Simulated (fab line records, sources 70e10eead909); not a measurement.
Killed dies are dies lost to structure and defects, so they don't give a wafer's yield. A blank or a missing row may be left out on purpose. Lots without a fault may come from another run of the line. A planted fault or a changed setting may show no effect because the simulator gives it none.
A struck lot beside a sound one | flow nand_harc | 15 steps out of a route of 1302
Sound: wafers L834.1, L834.2, L834.6. Struck: wafers L842.2, L842.3. (L842.5 of the same lot was not struck and is left out.) The cause comes at the end.
At each step with rows: each side's tool, then ch and its chambers, then its first start. Under that, the readings that differ: sound wafers | struck wafers | difference of the means | sigmas: that difference in standard deviations of wafers without a fault.
alike: readings whose means differ by less than 2 such deviations, and words and numbers that are the same on both sides. not compared: withheld readings, readings that some wafer has no value for, bounds like >300 that may hide the same value, and numbers for which the record gives no deviation and whose values overlap.
The two part at a step that has a row with sigmas, a row that says differs or no value, or rows on one side only. Numbers that don't overlap but have no deviation are shown without sigmas and don't part them. A reading that every wafer of one side lacks parts them only if that side has two wafers or more.

first, 2 steps without rows for these wafers: NHARC_A_DECK1_JOINT_ANNEAL_28 (time 1800 s); NHARC_A_DECK1_JOINT_ANNEAL_29 (time 1800 s).
NHARC_A_DECK1_JOINT_CMP_02: polishes SiOx.
  sound on cmp-02 ch 1,2,3, day 16 12:46; struck on cmp-02 ch 2,3, day 19 16:13
  alike: motor_current_A
then, 1 step without rows for these wafers: NHARC_A_DECK1_JOINT_SRD_15.
NHARC_A_DECK1_JOINT_DEP_16: deposits SiO2, target thk 45 nm.
  sound on pecvd-02 ch 0,2, day 16 13:11; struck on pecvd-04 ch 1,2, day 19 16:36
  alike: flow_sccm, heater_power_w, mfc_precursor_sccm, throttle_valve_pct
NHARC_A_DECK1_JOINT_THK_MEAS_17: measures by ellipsometry.
  sound on film_metro-01, day 16 13:26; struck on film_metro-02, day 19 16:53
  alike: thk_nm
NHARC_A_DECK1_JOINT_INSPECT_05:
  sound on defect_inspect-01, day 16 13:28; struck on defect_inspect-01, day 19 16:55
  alike: raw_defect_count
then, 1 step without rows for these wafers: NHARC_A_ONON_D2_DEP_00 (target thk 1000 nm).
NHARC_A_ONON_D2_THK_MEAS_02: measures by ellipsometry.
  sound on film_metro-01, day 16 14:02; struck on film_metro-01, day 19 17:30
  alike: thk_nm
then, 1 step without rows for these wafers: NHARC_A_ONON_D2_DEP_03 (target thk 1000 nm).
NHARC_A_ONON_D2_THK_MEAS_05: measures by ellipsometry.
  sound on film_metro-01, day 16 14:37; struck on film_metro-02, day 19 18:04
  alike: thk_nm
NHARC_A_ONON_D2_DEP_06: target thk 1000 nm.
  sound on pecvd_onon-04 ch 0, day 16 14:40; struck on pecvd_onon-04 ch 0, day 19 18:10
  alike: n2_flow_sccm, sih4_flow_sccm
NHARC_A_ONON_D2_THK_MEAS_08: measures by ellipsometry.
  sound on film_metro-01, day 16 15:10; struck on film_metro-02, day 19 18:38
  reading     | sound       | struck  | difference | sigmas
  thk_nm (nm) | 982 981 980 | 630 629 | -352       | -29
then, 1 step without rows for these wafers: NHARC_A_ONON_D2_DEP_09 (target thk 1000 nm).
-- the record jumps here: 12 days lie between the struck wafers' starts before and after (it left off in module A_ONON_D2 and takes up again in module END, whose first step shown is number 1302 of the route) --
NHARC_END_SORT_01:
  sound on prober-02 ch 0, day 28 15:19; struck on prober-01 ch 0, day 31 07:12
  reading         | sound    | struck  | difference | sigmas
  killed_at_array | 58 73 35 | 673 674 | +618       | +39
  killed_at_other | 3 2 3    | 0 0     | -3         | -3
  killed_dies     | 68 78 44 | 677 677 | +614       | +38
  alike: killed_at_periphery, killed_open, killed_short

WHERE THEY PART
First at NHARC_A_ONON_D2_THK_MEAS_08; last, within this record, at NHARC_END_SORT_01.

WHY: what the simulator had put in
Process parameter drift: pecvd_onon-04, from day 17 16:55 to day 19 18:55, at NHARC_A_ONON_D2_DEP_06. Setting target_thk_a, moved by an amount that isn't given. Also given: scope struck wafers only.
